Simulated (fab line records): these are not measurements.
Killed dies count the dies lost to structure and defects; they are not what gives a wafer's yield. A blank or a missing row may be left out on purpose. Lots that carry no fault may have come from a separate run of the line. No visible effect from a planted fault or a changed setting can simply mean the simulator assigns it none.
fab line records    flow n5Finfet
record lots=5  wafers=13  lastDay=18
route steps=1938 shown BEOL_M10@1528 BEOL_M11@1536 PASSIVATION@1936
lots with no fault: from the same line, run without faults
startH: hours from the record's first day to the start of the lot's first wafer shown    waitH: hours since the lot's step before    " same as the row above    L1.1+2: a row that stands for several wafers    - value missing, or start not given    * or withheld: withheld    < > ~ a bound
route shown NAME@n: NAME is a module with steps in the file, n the number in the route of the first one    usual: mean and standard deviation over wafers with no fault    same: alike in all rows    chamber/n: place in a boat    sites: readings site by site    _std_site: standard deviation of those values    _edge_site: outer sites' mean less inner sites'    radiusMm: how far each site lies from the wafer's centre    mask NAME#n: copy n    behind: tool/chamber where the wafer was last shaped    hold: cause of the lot's hold/its duration in hours/its outcome    device: transistor that didn't switch, given as n, p or np    end of line: the tests these same wafers got at the end of their route    a step with no rows: only its recipe    killed: the dies lost at the first sort to structure and to defects; this is not the yield of the wafer    map: the dies of a wafer, with x for killed, . for not killed, _ for no die there
set.NAME: the setting that was run; set.NAME@STEP: the one run at that earlier step    model.NAME: the simulator's own value behind a step, which no gauge read
lots at selected steps of the route; one table per step, one row per wafer
services: the hour from which a tool's chamber was out of use, counted from the record's first day as startH (under 0 if before that day), plus the number of hours and why
## steps
# step N5_BEOL_M10_ECD_50
# recipe material=Cu  targetThkA=3180
# step N5_BEOL_M10_ANNEAL_51
# recipe tempC=225  timeS=90  ambient=N2
# step N5_BEOL_M10_CMP_52
# recipe stopOn=SiCOH_lowk  tOverpolishS=7  downForcePsi=1  platenRpm=50  clearingPlatenDownForcePsi=1.5  clearingPlatenRpm=50  postCmpClean=cuAlkaline  targetThkNm=140  clearingPlatenPadVelocityMS=0.99484  padVelocityMS=0.99484
# step N5_BEOL_M10_THK_MEAS_53
# recipe thkMeasGauge=xrf  reads=Cu_of_BEOL_M10_ECD_50
# usual M10_THK=142.1/2.3
lot.wafer  tool          chamber  startH  waitH  M10_THK[nm]
L290.1     filmMetro-01  -        244.75  -      142.5
L290.2     "             -        "       "      144.3
L290.4     "             -        "       "      143.0
L293.1     filmMetro-01  -        268.69  -      141.8
L293.3     "             -        "       "      141.6
L293.6     "             -        "       "      141.3
L292.6     filmMetro-02  -        275.53  -      143.8
L296.1     filmMetro-01  -        280.98  -      139.8
L296.2     "             -        "       "      144.1
L296.4     "             -        "       "      141.3
L308.1     filmMetro-01  -        365.25  -      142.5
L308.2     "             -        "       "      140.4
L308.4     "             -        "       "      141.7
# step N5_BEOL_M10_PRE_CLEAN_55
# recipe gas=NH3  timeS=15  tempC=withheld  rfPowerW=300
# step N5_BEOL_M10_DEP_56
# recipe material=SiCN  targetThkA=150  tempC=withheld  precursor=3MS/NH3  pressureTorr=3  rfW=202  timeS=26.5
# usual rfFwdPowerW=199.4/0.8  showerheadPlenumPTorr=3.667/0.01  throttleValvePct=9.0/0.32
lot.wafer  tool      chamber  startH  waitH  rfFwdPowerW  showerheadPlenumPTorr  throttleValvePct
L290.1     pecvd-01  2        244.82  0.0    198.6        3.664                  8.3
L290.2     "         1        "       "      200.4        3.666                  9.4
L290.4     "         0        "       "      199.6        3.681                  8.9
L293.1     pecvd-02  0        268.75  0.0    198.9        3.666                  9.3
L293.3     "         2        "       "      198.2        3.674                  9.4
L293.6     "         1        "       "      199.8        3.667                  8.4
L292.6     pecvd-02  2        275.61  0.0    198.2        3.689                  9.3
L296.1     pecvd-02  2        281.04  0.0    197.9        3.680                  9.3
L296.2     "         1        "       "      199.1        3.668                  8.5
L296.4     "         1        "       "      198.9        3.653                  8.4
L308.1     pecvd-04  0        365.31  0.0    200.5        3.674                  8.8
L308.2     "         1        "       "      200.0        3.675                  8.9
L308.4     "         1        "       "      199.5        3.675                  8.8
# step N5_BEOL_M10_RS_MEAS_57
# recipe thkMeasGauge=four-point-probe  reads=Cu_of_BEOL_M10_ECD_50+Co_of_BEOL_M10_CVD_75+TaN_of_BEOL_M10_ALD_74
# usual M10_RS=0.1513/0.0028
lot.wafer  tool          chamber  startH  waitH  M10_RS[ohm/sq]
L290.1     filmMetro-02  -        244.89  0.1    0.1507
L290.2     "             -        "       "      0.1496
L290.4     "             -        "       "      0.1505
L293.1     filmMetro-01  -        268.83  0.1    0.1523
L293.3     "             -        "       "      0.1529
L293.6     "             -        "       "      0.1528
L292.6     filmMetro-02  -        275.66  0.0    0.1495
L296.1     filmMetro-01  -        281.12  0.1    0.1543
L296.2     "             -        "       "      0.1493
L296.4     "             -        "       "      0.1522
L308.1     filmMetro-02  -        365.39  0.1    0.1500
L308.2     "             -        "       "      0.1518
L308.4     "             -        "       "      0.1504
# step N5_BEOL_M10_INSPECT_58
# recipe inspectInstrument=darkfield  mode=postDep
# usual rawDefectCount=66/20
lot.wafer  tool              chamber  startH  waitH  rawDefectCount
L290.1     defectInspect-01  -        244.91  0.0    76
L290.2     "                 -        "       "      45
L290.4     "                 -        "       "      87
L293.1     defectInspect-01  -        268.85  0.0    63
L293.3     "                 -        "       "      91
L293.6     "                 -        "       "      51
L292.6     defectInspect-01  -        275.69  0.0    44
L296.1     defectInspect-02  -        281.14  0.0    57
L296.2     "                 -        "       "      97
L296.4     "                 -        "       "      44
L308.1     defectInspect-02  -        365.41  0.0    77
L308.2     "                 -        "       "      104
L308.4     "                 -        "       "      65
# step N5_BEOL_M11_ILD_DEP_00
# recipe material=SiCOH_lowk  targetThkA=3085.1  tempC=300  precursor=DEMS/porogen  pressureTorr=5  rfW=500  timeS=58
# step N5_BEOL_M11_CURE_71
# recipe tempC=385  timeS=240  ambient=He/Ar  material=SiCOH_lowk
# usual lampPowerPct=52.32/0.051  wafer_temp_C_max=386.8/0.58
lot.wafer  tool       chamber  startH  waitH  lampPowerPct  wafer_temp_C_max
L290.1     uvCure-02  2        245.03  0.0    52.33         386.7
L290.2     "          2        "       "      52.25         386.3
L290.4     "          2        "       "      52.26         386.3
L293.1     uvCure-02  1        268.97  0.0    52.27         388.2
L293.3     "          1        "       "      52.35         387.8
L293.6     "          1        "       "      52.41         388.0
L292.6     uvCure-02  1        276.68  0.9    52.29         387.0
L296.1     uvCure-02  2        281.26  0.0    52.33         386.5
L296.2     "          2        "       "      52.28         386.8
L296.4     "          2        "       "      52.38         386.3
L308.1     uvCure-03  1        365.53  0.0    52.34         386.6
L308.2     "          1        "       "      52.39         386.9
L308.4     "          1        "       "      52.33         387.4
# step N5_BEOL_M11_THK_MEAS_01
# recipe reads=SiCOH_lowk_of_BEOL_M11_ILD_DEP_00
# usual M11_ILD_THK=269/3.4
lot.wafer  tool          chamber  startH  waitH  M11_ILD_THK[nm]
L290.1     filmMetro-01  -        245.54  0.4    265
L290.2     "             -        "       "      266
L290.4     "             -        "       "      271
L293.1     filmMetro-02  -        269.48  0.4    263
L293.3     "             -        "       "      267
L293.6     "             -        "       "      266
L292.6     filmMetro-01  -        276.88  0.0    270
L296.1     filmMetro-01  -        281.77  0.4    263
L296.2     "             -        "       "      266
L296.4     "             -        "       "      273
L308.1     filmMetro-02  -        366.04  0.4    268
L308.2     "             -        "       "      268
L308.4     "             -        "       "      272
# step N5_BEOL_M11_PECVD_70
# recipe material=SiO2  targetThkA=200  tempC=400  precursor=TEOS/O2  pressureTorr=5.5  rfW=450  teosFlowSccm=53.8  gas=O2  flowSccm=3000  timeS=22.7
# step N5_BEOL_M11_HM_DEP_02
# recipe material=TiN  targetThkA=200  tempC=25  chamberPressurePa=0.49996
# usual susceptorTempC=25.01/0.11  throttleValvePct=29.3/1.1
lot.wafer  tool           chamber  startH  waitH  susceptorTempC  throttleValvePct
L290.1     pvdSputter-01  -        245.98  0.4    24.77           30.6
L290.2     "              -        "       "      24.90           29.0
L290.4     "              -        "       "      25.03           27.8
L293.1     pvdSputter-02  -        271.21  1.7    25.20           29.3
L293.3     "              -        "       "      25.09           30.2
L293.6     "              -        "       "      25.10           29.2
L292.6     pvdSputter-01  -        277.20  0.3    25.00           27.4
L296.1     pvdSputter-03  -        282.61  0.8    24.82           31.1
L296.2     "              -        "       "      25.08           28.4
L296.4     "              -        "       "      24.95           29.0
L308.1     pvdSputter-03  -        367.95  1.9    24.95           28.8
L308.2     "              -        "       "      25.00           30.8
L308.4     "              -        "       "      25.19           28.8
# step N5_BEOL_M11_COAT_59
# recipe resist=SOC  tempC=250  timeS=60  spinRpm=1500  resistThkNm=100
# step N5_BEOL_M11_COAT_60
# recipe resist=SiARC  tempC=220  timeS=60  spinRpm=1500  resistThkNm=30
# step N5_BEOL_M11_COAT_05
# recipe resist=CAR-ArF  spinRpm=1500  resistThkNm=90
# step N5_BEOL_M11_EBR_07
# recipe solvent=PGMEA  ebrWidthMm=1.5
# step N5_BEOL_M11_SOFTBAKE_06
# recipe tempC=110  timeS=60  resist=CAR-ArF
# step N5_BEOL_M11_EXPOSE_08
# recipe maskId=M11  na=1.35  sourceShape=dipole  sigmaInner=0.411  sigmaOuter=0.611  polarization=te  doseMj=53.75
# step N5_BEOL_M11_PEB_09
# recipe pebTempC=withheld  pebTimeS=60  resist=CAR-ArF
# step N5_BEOL_M11_DEVELOP_10
# recipe developTimeS=30  developer=TMAH  resist=CAR-ArF  rinseLiquid=diw  dry=airSpin  devTempC=23
# step N5_BEOL_M11_CD_MEAS_11
# recipe targetCdNm=64.1  landingEnergyEv=500  detector=seInlens  polarity=opening
# usual cdNm=64.3/0.52
lot.wafer  tool      chamber  startH  waitH  cdNm
L290.1     cdSem-03  0        246.47  -      64.0
L290.2     "         0        "       "      64.3
L290.4     "         0        "       "      64.3
L293.1     cdSem-01  0        271.70  -      64.5
L293.3     "         0        "       "      63.9
L293.6     "         0        "       "      64.1
L292.6     cdSem-01  0        277.66  -      64.2
L296.1     cdSem-03  0        282.98  -      65.9
L296.2     "         0        "       "      65.8
L296.4     "         0        "       "      65.9
L308.1     cdSem-02  0        368.44  -      64.3
L308.2     "         0        "       "      64.3
L308.4     "         0        "       "      65.0
# step N5_BEOL_M11_OVL_MEAS_12
# recipe pointsPerWafer=44
# usual M11_OVL=0.4/0.81
lot.wafer  tool        chamber  startH  waitH  M11_OVL[nm]
L290.1     overlay-01  0        246.50  0.0    1.2
L290.2     "           0        "       "      0.9
L290.4     "           0        "       "      1.0
L293.1     overlay-02  0        271.73  0.0    0.3
L293.3     "           0        "       "      -0.3
L293.6     "           0        "       "      0.8
L292.6     overlay-01  0        277.68  0.0    -0.5
L296.1     overlay-01  0        283.01  0.0    -0.8
L296.2     "           0        "       "      0.5
L296.4     "           0        "       "      0.3
L308.1     overlay-01  0        368.47  0.0    0.2
L308.2     "           0        "       "      0.3
L308.4     "           0        "       "      -0.3
# step N5_BEOL_M11_DESCUM_16
# recipe chemistry=O2  timeS=7.9  sourcePowerW=50  biasPowerW=20  pressureMtorr=20  rfFrequencyHz=2.712e+07  tempC=40  resist=CAR-ArF  o2FlowSccm=225
# step N5_BEOL_M11_ETCH_61
# recipe chemistry=CF4  target=SiARC  targetDepthA=390  maskMaterial=CAR-ArF  timeS=65  ionEnergyEv=80  pressureMtorr=40  sourceW=545  biasW=36  Ar_flow_sccm=100  cf4FlowSccm=100  ends=cleared
# usual drypumpMotorCurrentA=5.8/0.49  etchRfOnTimeS=64.7/1.5  oesProductAu=0.67/0.072  rfFwdPowerW=538.5/2.6  rfVppV=183.5/0.91  showerheadPlenumPTorr=2.09/0.045  throttleValvePct=15.67/0.23
lot.wafer  tool        chamber  startH  waitH  drypumpMotorCurrentA  etchRfOnTimeS  oesProductAu  rfFwdPowerW  rfHoursCounterH  rfVppV  showerheadPlenumPTorr  throttleValvePct
L290.1     rieDiel-01  3        246.60  0.0    6.7                   62.5           0.63          540.7        175              183.3   2.13                   15.61
L290.2     "           2        "       "      6.0                   63.8           0.76          541.6        30               183.8   2.09                   15.49
L290.4     "           0        "       "      6.1                   64.6           0.75          539.6        37               183.8   2.10                   15.52
L293.1     rieDiel-01  0        271.83  0.0    6.1                   63.4           0.75          539.8        47               183.5   2.09                   15.54
L293.3     "           1        "       "      5.9                   64.2           0.72          533.3        95               183.8   2.07                   15.42
L293.6     "           1        "       "      5.8                   63.6           0.72          535.1        -                184.3   2.07                   15.42
L292.6     rieDiel-06  1        277.80  0.0    5.3                   66.5           0.60          536.5        -                181.9   2.05                   15.64
L296.1     rieDiel-03  1        286.58  0.0    5.7                   64.8           0.81          542.2        4                183.6   2.10                   15.69
L296.2     "           0        "       "      5.9                   66.1           0.73          540.4        56               184.5   2.15                   15.51
L296.4     "           2        "       "      5.6                   66.8           0.60          543.7        217              184.0   2.13                   16.12
L308.1     rieDiel-06  3        368.75  0.0    5.0                   65.9           0.59          539.2        233              182.8   2.03                   15.86
L308.2     "           0        "       "      6.2                   65.6           0.68          537.4        110              183.7   2.07                   15.42
L308.4     "           2        "       "      5.8                   62.9           0.61          536.3        232              184.3   2.12                   15.99
# step N5_BEOL_M11_ETCH_62
# recipe chemistry=N2/H2  target=SOC  targetDepthA=1100  overetchA=220  maskMaterial=SiARC  tempC=40  timeS=165  ionEnergyEv=200  pressureMtorr=30  sourceW=840  biasW=150  n2FlowSccm=200  h2FlowSccm=200
# step N5_BEOL_M11_STRIP_68
# recipe chemistry=N2/H2  tempC=40  n2FlowSccm=200  h2FlowSccm=200  rfFrequencyHz=6e+07
# step N5_BEOL_M11_STRIP_67
# recipe chemistry=CF4  resist=SiARC  powerW=300  biasPowerW=75  pressureMtorr=50  cf4FlowSccm=150  rfFrequencyHz=6e+07
# usual drypumpMotorCurrentA=5.8/0.49  oesProductAu=0.78/0.082  powerW=300.0/0.86  rfVppV=270.3/1.1  showerheadPlenumPTorr=1.75/0.039  throttleValvePct=13.64/0.25
lot.wafer  tool        chamber  startH  waitH  drypumpMotorCurrentA  oesProductAu  powerW  rfHoursCounterH  rfVppV  showerheadPlenumPTorr  throttleValvePct
L290.1     rieDiel-01  3        246.79  0.0    6.6                   0.72          299.0   175              271.3   1.78                   13.59
L290.2     "           2        "       "      6.0                   0.88          298.9   30               269.7   1.74                   13.39
L290.4     "           0        "       "      6.1                   0.87          300.1   37               269.8   1.76                   13.48
L293.1     rieDiel-01  0        272.02  0.0    6.1                   0.85          300.3   47               269.8   1.76                   13.50
L293.3     "           1        "       "      5.9                   0.83          299.7   95               269.2   1.73                   13.36
L293.6     "           1        "       "      5.9                   0.83          300.6   -                271.1   1.73                   13.36
L292.6     rieDiel-06  1        277.98  0.0    5.3                   0.70          299.8   -                270.2   1.72                   13.65
L296.1     rieDiel-03  1        286.78  0.0    5.7                   0.94          299.4   4                269.6   1.76                   13.63
L296.2     "           0        "       "      6.0                   0.86          298.2   56               271.1   1.80                   13.49
L296.4     "           2        "       "      5.6                   0.71          299.7   217              271.5   1.78                   14.06
L308.1     rieDiel-06  3        368.95  0.0    4.9                   0.70          299.4   233              269.3   1.70                   13.87
L308.2     "           0        "       "      6.2                   0.81          299.9   110              270.6   1.72                   13.37
L308.4     "           2        "       "      5.8                   0.70          299.8   232              271.6   1.78                   14.02
# step N5_BEOL_M11_HM_OPEN_17
# recipe chemistry=Cl2/BCl3  targetDepthA=200  overetchA=60  target=TiN  maskMaterial=SOC  ionEnergyEv=150  pressureMtorr=10  icpW=1000  biasW=126  Cl2_flow_sccm=53.25  bcl3FlowSccm=21.75  Ar_flow_sccm=25
# usual drypumpMotorCurrentA=5.6/0.54  mfcCl2Sccm=53.25/0.16  oesProductAu=0.66/0.038  rfFwdPowerW=993/4.2  throttleValvePct=22.04/0.22
lot.wafer  tool         chamber  startH  waitH  drypumpMotorCurrentA  mfcCl2Sccm  oesProductAu  rfFwdPowerW  rfHoursCounterH  throttleValvePct
L290.1     rieMetal-01  1        246.83  0.0    5.0                   53.33       0.63          993          64               22.33
L290.2     "            0        "       "      6.1                   53.25       0.68          991          34               21.84
L290.4     "            0        "       "      6.1                   53.09       0.68          993          -                21.83
L293.1     rieMetal-01  1        272.06  0.0    5.0                   53.29       0.63          991          66               22.35
L293.3     "            0        "       "      6.2                   53.32       0.68          994          -                21.84
L293.6     "            1        "       "      5.0                   53.19       0.62          989          -                22.38
L292.6     rieMetal-02  1        278.07  0.1    5.2                   53.29       0.72          992          -                22.14
L296.1     rieMetal-01  1        286.82  0.0    5.0                   53.33       0.63          991          68               22.35
L296.2     "            0        "       "      6.1                   53.20       0.67          995          38               21.85
L296.4     "            1        "       "      5.0                   53.09       0.63          994          -                22.36
L308.1     rieMetal-01  1        368.99  0.0    5.0                   53.32       0.61          988          76               22.37
L308.2     "            0        "       "      6.1                   53.09       0.66          998          48               21.83
L308.4     "            0        "       "      6.1                   53.06       0.66          996          -                21.86
# step N5_BEOL_M11_STRIP_19
# recipe chemistry=O2  powerW=400  tempC=40  pressureMtorr=30  rfFrequencyHz=6e+07  biasPowerW=0  overashFraction=0.2  o2FlowSccm=225
# step N5_BEOL_M11_CD_MEAS_18
# recipe pitchNm=140  targetCdNm=70
# usual cdNm=70.2/0.56
lot.wafer  tool      chamber  startH  waitH  cdNm
L290.1     cdSem-01  -        247.03  0.0    69.8
L290.2     "         -        "       "      70.2
L290.4     "         -        "       "      70.8
L293.1     cdSem-01  -        272.25  0.0    70.6
L293.3     "         -        "       "      69.9
L293.6     "         -        "       "      70.2
L292.6     cdSem-02  -        278.58  0.0    69.2
L296.1     cdSem-03  -        287.04  0.0    71.7
L296.2     "         -        "       "      71.3
L296.4     "         -        "       "      71.8
L308.1     cdSem-01  -        369.20  0.0    70.3
L308.2     "         -        "       "      70.1
L308.4     "         -        "       "      70.8
# step N5_BEOL_M11_COAT_63
# recipe resist=SOC  tempC=250  timeS=60  spinRpm=1500  resistThkNm=100
# step N5_BEOL_M11_COAT_64
# recipe resist=SiARC  tempC=220  timeS=60  spinRpm=1500  resistThkNm=30
# step N5_BEOL_M11_COAT_22
# recipe resist=CAR-ArF  spinRpm=1500  resistThkNm=90
# step N5_BEOL_M11_EBR_24
# recipe solvent=PGMEA  ebrWidthMm=1.5
# step N5_BEOL_M11_SOFTBAKE_23
# recipe tempC=110  timeS=60  resist=CAR-ArF
# step N5_BEOL_M11_EXPOSE_25
# recipe maskId=V10  na=1.35  sourceShape=annular  sigmaInner=0.5  sigmaOuter=0.8  polarization=unpolarized  doseMj=85.5
# step N5_BEOL_M11_PEB_26
# recipe pebTempC=withheld  pebTimeS=60  resist=CAR-ArF
# step N5_BEOL_M11_DEVELOP_27
# recipe developTimeS=30  developer=TMAH  resist=CAR-ArF  rinseLiquid=diw  dry=airSpin  devTempC=23
# step N5_BEOL_M11_CD_MEAS_28
# recipe targetCdNm=70  landingEnergyEv=500  detector=seInlens  polarity=opening
# usual cdNm=70.7/1.3
lot.wafer  tool      chamber  startH  waitH  cdNm
L290.1     cdSem-02  0        249.77  -      72.1
L290.2     "         0        "       "      71.9
L290.4     "         0        "       "      72.5
L293.1     cdSem-02  0        274.50  -      69.1
L293.3     "         0        "       "      69.5
L293.6     "         0        "       "      69.2
L292.6     cdSem-03  0        281.57  -      71.4
L296.1     cdSem-02  0        287.45  -      71.6
L296.2     "         0        "       "      71.4
L296.4     "         0        "       "      71.3
L308.1     cdSem-01  0        373.66  -      71.8
L308.2     "         0        "       "      70.6
L308.4     "         0        "       "      72.0
# step N5_BEOL_M11_OVL_MEAS_29
# recipe pointsPerWafer=44
# usual V10_OVL=0.1/0.69
lot.wafer  tool        chamber  startH  waitH  V10_OVL[nm]
L290.1     overlay-01  0        249.80  0.0    1.0
L290.2     "           0        "       "      1.3
L290.4     "           0        "       "      0.9
L293.1     overlay-01  0        274.53  0.0    -0.8
L293.3     "           0        "       "      -1.0
L293.6     "           0        "       "      -0.3
L292.6     overlay-01  0        281.59  0.0    0.3
L296.1     overlay-02  0        287.48  0.0    -0.5
L296.2     "           0        "       "      0.1
L296.4     "           0        "       "      0.7
L308.1     overlay-02  0        373.69  0.0    0.3
L308.2     "           0        "       "      -0.4
L308.4     "           0        "       "      -0.1
# step N5_PASSIVATION_PROBE_49
# usual defectLimitedYield=91.0/1.5  killed_at_M0_to_M3=34/9.1  killed_at_M4_up=14/5.7  killedAtContacts=13/5.7  killedAtFrontEnd=42/12  killedAtOther=4/3.4  killedDies=106/17  killedOpen=70/13  killedShort=34/7.5  sort_bin_5_function=5.2/0.94  sort_bin_6_memory=3.4/0.69  sortNPass=1074/17  sortYieldPct=91.0/1.5
# same grossDies=1180  killedAtBackSide=0  sort_bin_4_leakage[%]=0  sort_bin_8_speed[%]=0
lot.wafer  tool       chamber  startH  waitH  defectLimitedYield[%]  killed_at_M0_to_M3  killed_at_M4_up  killedAtContacts  killedAtFrontEnd  killedAtOther  killedDies  killedOpen  killedShort  sort_bin_5_function[%]  sort_bin_6_memory[%]  sortNPass  sortYieldPct[%]
L292.6     prober-01  -        323.14  0.3    85.5                   32                  81               12                42                4              171         59          39           9.1                     4.1                   1009       85.5
# killed by level:class
L292.6 BEOL_M11:unspecified=70 BEOL_M2:geometricParticle:open=11 MOL_CONTACT_COAG:geometricParticle:open=9 FIN_SAQP:geometricParticle:open=7 STI_FIN_REVEAL:geometricParticle:open=7 GATE_CUT:geometricParticle:short=7 BEOL_M4:geometricParticle:open=6 BEOL_M1:geometricParticle:short=6
# map L292.6 (x killed, . not)
_________________............________________
______________.................._____________
___________...............x......x.__________
__________.........................._________
________.......................x.....x_______
_______................................______
______......x.....x....................._____
_____.........x....x..............x......____
____.....x..................x...........x.___
___.x.........................x......x.....__
___......x..........xx..x........x..x......__
__.........................................._
__..........x................x....x..x......_
_..............x.............................
_...........x........x.............x.........
_......x..x.x......x..x.............xx.......
_.xx.....x..x............x......xx......x.x.x
_........x....x....x............x.......x....
_.xxxxxx.x..................x.x..............
_x.xxxxxx..x...............x........xx..x.x..
_xxxxxxxxxx...................x......x....x.x
__xxxxxxxx..xx......x.x............x.......x_
__xxxxxxxxxx...x....................x......._
___xxxxxxx...x..xx...x.....xx..x...........__
___xxxxxxxx.....x.x........................__
____xxxx.xx.x....x........................___
_____xxxxx...x...x......x....xxx.........____
______...x..........x.x.........x......._____
_______..x..........x...x..x...........______
________.............x.....x.........._______
__________.........................._________
___________........x..x............__________
______________.x..........x....._____________
_________________...........x________________
# map L290.4 (x killed, . not)
_________________............________________
______________...x.............._____________
___________...xx.............x....x__________
__________.x......x................._________
________....x.......x................._______
_______.......x.xx.....................______
______...x...............x.............._____
_____.............x.......x...x..........____
____...x.x....x.x.x..............x........___
___..x....xx...x.x.x.........x......x...x..__
___.....x.............x......x.x..x...x....__
__......x....x....x...x..........x.x......x._
__.......x............x.....x.x....x........_
_.............x.......x..............x.......
_..x.......x..x...........x......xx..........
_x..................................xx.......
_......................x.x.......x.........x.
_..x...x..........xx.....x..................x
_.........................x..................
_.................................x..........
_.x.....x...x.x...................x..x.......
__........x............x.........x.........x_
__..................................xxx....x_
___.............xxx..........x..x..........__
___.....................x.......x.......x..__
____..............x......x...........x....___
_____..x...........x...............x.....____
______..............x..................._____
_______..........x.x.x......x........x.______
________...x..x...........x....x..x..x_______
__________....x...............x....._________
___________.......x...........x....__________
______________..x......xx......._____________
_________________......x....x________________
## services
tool           chamber  startH  hours  kind
rieDiel-03     3        222.21  10.9   repair
rieMetal-02    -        234.60  4.1    repair
rieDiel-03     1        238.81  -      clean
rieDiel-03     1        238.81  -      consumableReplace:focusRing
rieDiel-03     1        238.81  25.4   scheduledDown
rieDiel-03     1        238.81  25.4   ventCycle
rieMetal-02    1        238.84  7.9    repair
uvCure-02      -        251.35  1.0    pm
rieDiel-03     -        252.59  14.6   pm
pecvd-01       2        269.11  12.2   repair
rieDiel-03     2        270.09  9.5    repair
rieDiel-06     -        278.78  15.6   pm
uvCure-02      -        293.86  0.9    repair
uvCure-03      -        307.51  2.1    pm
uvCure-03      -        321.35  2.0    repair
pecvd-01       2        327.12  5.4    repair
rieDiel-06     1        335.87  -      clean
rieDiel-06     1        335.87  -      consumableReplace:focusRing
rieDiel-06     1        335.87  -      consumableReplace:showerhead
rieDiel-06     1        335.87  25.9   scheduledDown
rieDiel-06     1        335.87  25.9   ventCycle
pvdSputter-03  -        341.47  6.6    repair
rieMetal-01    1        358.54  5.4    repair
pecvd-02       0        366.57  5.5    scheduledDown
## key
firstSign step=N5_PASSIVATION_PROBE_49  reading=killed_at_M4_up  direction=up  sigmas=12  usual=14  struck=81
effect step=N5_PASSIVATION_PROBE_49  reading=killedDies  direction=up  sigmas=3.8  usual=106  struck=171
moreKillsBornAt N5_BEOL_M11_HM_DEP_02@pvdSputter-01=70
metAt N5_BEOL_M11_HM_DEP_02
struckWafers L292.6
alsoFits N5_BEOL_M11_HM_OPEN_17:rieMetal-02
earlierFault kind=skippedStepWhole  tool=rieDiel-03  chamber=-  onsetH=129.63  steps=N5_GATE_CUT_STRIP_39  scope=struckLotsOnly
fault kind=chamberParticleSource  tool=pvdSputter-01  chamber=-  onsetH=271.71  steps=N5_BEOL_M11_HM_DEP_02  ratePerVisitCm2=0.66428  scope=struckWafersOnly
